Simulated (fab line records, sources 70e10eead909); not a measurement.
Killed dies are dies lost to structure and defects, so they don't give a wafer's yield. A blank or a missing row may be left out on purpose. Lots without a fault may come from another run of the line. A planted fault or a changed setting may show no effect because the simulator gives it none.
Problem report in the 8D (eight disciplines) form, filled by code | flow nand_harc | the parts of the form that need people (team, actions taken, sign-off) are left out

1. THE PROBLEM
killed_at_array at NHARC_END_SORT_01 reads a mean of 673 on 9 wafers of 3 lots; wafers without a fault read 29 with a standard deviation of 10. That is +64 standard deviations from the usual mean.
First seen on wafer L377.1, day 22 01:53, on prober-01. The record holds 9 wafers of 3 lots with a number at this step. Rule for "out", or "out of limits": more than 4 standard deviations from the usual mean. The other wafers with a number count as sound.

2. WHAT IT IS AND WHAT IT IS NOT
question                    | is                           | is not
which readings at this step | killed_at_array, killed_dies | killed_at_other, killed_at_periphery, killed_short
which lots                  | L377, L378, L381             | -
which wafers of those lots  | all that have a number       | -
read on which gauges        | prober-01, prober-02         | -
when                        | from day 22 01:53            | up to then (0 sound wafers)

3. SUSPECTS, AND WHAT RULES EACH OUT
Counting: a tool at a process step up to the reading stays a suspect if it ran every lot that is out and no sound lot after the first of them.
- the gauge at NHARC_END_SORT_01: ruled out. The wafers that are out were read on 2 gauges (prober-01, prober-02).
- ald_hk-01 at NHARC_A_CHANNEL_FILL_D1_ALD_14 (deposits SiO2, target thk 2.5 nm, pulse time 10 s, ald cycles 25): kept. It ran every lot that is out, first L377 (day 11 10:41), and no sound lot after that.
- lpcvd_poly-01 at NHARC_A_CHANNEL_FILL_D1_CVD_05 (deposits poly-Si, target thk 5 nm): kept. It ran every lot that is out, first L377 (day 12 06:29), and no sound lot after that.
Left after counting: ald_hk-01 at NHARC_A_CHANNEL_FILL_D1_ALD_14, lpcvd_poly-01 at NHARC_A_CHANNEL_FILL_D1_CVD_05.

4. THE CAUSE (what the simulator had put in)
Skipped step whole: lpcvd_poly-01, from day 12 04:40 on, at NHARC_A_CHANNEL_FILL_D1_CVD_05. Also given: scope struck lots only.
Counting left 2 suspects, and this tool is among them.

5. THE CHAIN OF EFFECTS, in route order
Each row: a reading whose mean over the struck wafers that have a number lies more than 3 standard deviations from the usual. Only readings for which the record gives a usual standard deviation are gone through. hours: the time from each lot's start at the first step in this table that gives one to its start at this step, as a median over the lots. sigmas: the change in usual standard deviations.
hours | step              | reading         | usual | on struck wafers | change | sigmas
0     | NHARC_END_SORT_01 | killed_at_array | 29    | 673              | +644   | +64
0     | NHARC_END_SORT_01 | killed_dies     | 33    | 677              | +644   | +59
Readings that are blank on the struck wafers while sound wafers have them: spike_tc_bottom_C at NHARC_A_CHANNEL_FILL_D1_CVD_05; spike_tc_centre_C at NHARC_A_CHANNEL_FILL_D1_CVD_05; spike_tc_lower_C at NHARC_A_CHANNEL_FILL_D1_CVD_05.

6. WHAT WOULD HAVE CAUGHT IT SOONER
In this record the first reading out of limits at a measuring or inspecting step was taken at day 22 01:53, 237 hours after the fault began at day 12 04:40.
At NHARC_A_CHANNEL_FILL_D1_CVD_05 the tool's readings are blank on the struck wafers, where sound wafers have them: an empty tool record is the first sign, and it was there at once.
All the lots that are out (3) had begun NHARC_A_CHANNEL_FILL_D1_CVD_05 on lpcvd_poly-01 by day 22 01:53. A hold on the tool at that time would have spared none of them.
